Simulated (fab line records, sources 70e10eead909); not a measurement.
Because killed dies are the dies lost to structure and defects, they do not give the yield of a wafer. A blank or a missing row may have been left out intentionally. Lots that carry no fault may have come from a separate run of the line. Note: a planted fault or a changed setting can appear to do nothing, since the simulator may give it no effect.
Which of the tools did it? :: flow nandHarc :: 11 lots with 33 wafers sampled at 5 steps, on a route of 1302 steps

== WHAT THE GAUGES SHOWED, per wafer ==
NHARC_END_SORT_01.
lot: L526
measured: day 28 16:27
on: prober-02
killedAtArray: 676 673 673

lot: L528
measured: day 29 04:04
on: prober-02
killedAtArray: 675 675 674

lot: L527
measured: day 29 12:40
on: prober-02
killedAtArray: 674 673 672

== TOOL THAT RAN EACH LOT (tool first, then ch and the chambers of the sampled wafers, then the start) ==
lot: L518
NHARC_A_STAIRCASE_TRIM_12: rieDiel-12 ch 0,2,3, day 15 19:21
NHARC_A_STAIRCASE_TRIM_16: rieDiel-12 ch 0,3, day 15 19:53
NHARC_A_STAIRCASE_TRIM_20: rieDiel-12 ch 1,2, day 15 20:26
NHARC_A_STAIRCASE_TRIM_24: rieDiel-12 ch 1,2,3, no start

lot: L519
NHARC_A_STAIRCASE_TRIM_12: rieDiel-12 ch 0,1,3, day 16 19:14
NHARC_A_STAIRCASE_TRIM_16: rieDiel-12 ch 0,1, day 16 19:40
NHARC_A_STAIRCASE_TRIM_20: rieDiel-05 ch 0,1, day 16 20:12
NHARC_A_STAIRCASE_TRIM_24: rieDiel-05 ch 1,2,3, no start

lot: L522
NHARC_A_STAIRCASE_TRIM_12: rieDiel-12 ch 1,2,3, day 17 23:08
NHARC_A_STAIRCASE_TRIM_16: rieDiel-12 ch 1,2,3, day 17 23:36
NHARC_A_STAIRCASE_TRIM_20: rieDiel-12 ch 1,2,3, day 18 00:10
NHARC_A_STAIRCASE_TRIM_24: rieDiel-12 ch 0,2,3, no start

lot: L524
NHARC_A_STAIRCASE_TRIM_12: rieDiel-03 ch 2,3, day 17 23:18
NHARC_A_STAIRCASE_TRIM_16: rieDiel-03 ch 0,2, day 18 00:11
NHARC_A_STAIRCASE_TRIM_20: rieDiel-12 ch 0,1, day 18 01:14
NHARC_A_STAIRCASE_TRIM_24: rieDiel-12 ch 0,2,3, no start

lot: L526
NHARC_A_STAIRCASE_TRIM_12: rieDiel-05 ch 1,2, day 19 22:49
NHARC_A_STAIRCASE_TRIM_16: rieDiel-05 ch 1,2, day 19 23:16
NHARC_A_STAIRCASE_TRIM_20: rieDiel-03 ch 0,1,3, day 19 23:55
NHARC_A_STAIRCASE_TRIM_24: rieDiel-03 ch 0,1,3, day 28 16:27 or earlier

lot: L528
NHARC_A_STAIRCASE_TRIM_12: rieDiel-05 ch 1,2,3, day 20 02:01
NHARC_A_STAIRCASE_TRIM_16: rieDiel-05 ch 1,2,3, day 20 02:30
NHARC_A_STAIRCASE_TRIM_20: rieDiel-05 ch 1,3, day 20 03:04
NHARC_A_STAIRCASE_TRIM_24: rieDiel-05 ch 0,2,3, day 29 04:04 or earlier

lot: L527
NHARC_A_STAIRCASE_TRIM_12: rieDiel-05 ch 0,2, day 20 02:19
NHARC_A_STAIRCASE_TRIM_16: rieDiel-12 ch 1,2,3, day 20 02:52
NHARC_A_STAIRCASE_TRIM_20: rieDiel-12 ch 1,3, day 20 03:25
NHARC_A_STAIRCASE_TRIM_24: rieDiel-12 ch 0,1,3, day 29 12:40 or earlier

lot: L531
NHARC_A_STAIRCASE_TRIM_12: rieDiel-12 ch 1,2, day 21 20:41
NHARC_A_STAIRCASE_TRIM_16: rieDiel-12 ch 1,2, day 21 21:12
NHARC_A_STAIRCASE_TRIM_20: rieDiel-12 ch 1,2,3, day 21 21:49
NHARC_A_STAIRCASE_TRIM_24: rieDiel-12 ch 2,3, no start

lot: L532
NHARC_A_STAIRCASE_TRIM_12: rieDiel-05 ch 0,1,3, day 22 07:54
NHARC_A_STAIRCASE_TRIM_16: rieDiel-05 ch 2,3, day 22 08:20
NHARC_A_STAIRCASE_TRIM_20: rieDiel-05 ch 1,2,3, day 22 09:00
NHARC_A_STAIRCASE_TRIM_24: rieDiel-05 ch 0,2,3, no start

lot: L536
NHARC_A_STAIRCASE_TRIM_12: rieDiel-12 ch 0,1,2, day 23 17:19
NHARC_A_STAIRCASE_TRIM_16: rieDiel-12 ch 0,1, day 23 17:46
NHARC_A_STAIRCASE_TRIM_20: rieDiel-12 ch 0,2,3, day 23 19:01
NHARC_A_STAIRCASE_TRIM_24: rieDiel-12 ch 2,3, no start

lot: L537
NHARC_A_STAIRCASE_TRIM_12: rieDiel-03 ch 0,2,3, day 24 13:48
NHARC_A_STAIRCASE_TRIM_16: rieDiel-03 ch 0,2,3, day 24 14:19
NHARC_A_STAIRCASE_TRIM_20: rieDiel-05 ch 2,3, day 24 14:56
NHARC_A_STAIRCASE_TRIM_24: rieDiel-05 ch 1,2, no start
- NHARC_A_STAIRCASE_TRIM_12: chemistry O2, time 211.2 s.
- NHARC_A_STAIRCASE_TRIM_16: chemistry O2, time 211.2 s.
- NHARC_A_STAIRCASE_TRIM_20: chemistry O2, time 211.2 s.
- NHARC_A_STAIRCASE_TRIM_24: chemistry O2, time 211.2 s.

== THE ANSWER, worked out from the rows above alone ==
Rule: the usual values come from the lots themselves. Put in order of their means at a reading, lots are off if they are a third of the lots or fewer, leave a main group of 4 or more, and stand apart from it by a gap of 3 or more times the standard deviation of the main group's means; of several such gaps the widest counts. The tables above print the reading to a certain number of digits; a main group whose means all agree to those digits is not used. A lot without any number at a reading at which 4 lots or more have one is off too. All remaining lots with rows at the step are treated as sound.
Across all readings shown, no lot is off: no conclusion can be drawn from this.

== WHAT THE SIMULATOR HAD PUT IN ==
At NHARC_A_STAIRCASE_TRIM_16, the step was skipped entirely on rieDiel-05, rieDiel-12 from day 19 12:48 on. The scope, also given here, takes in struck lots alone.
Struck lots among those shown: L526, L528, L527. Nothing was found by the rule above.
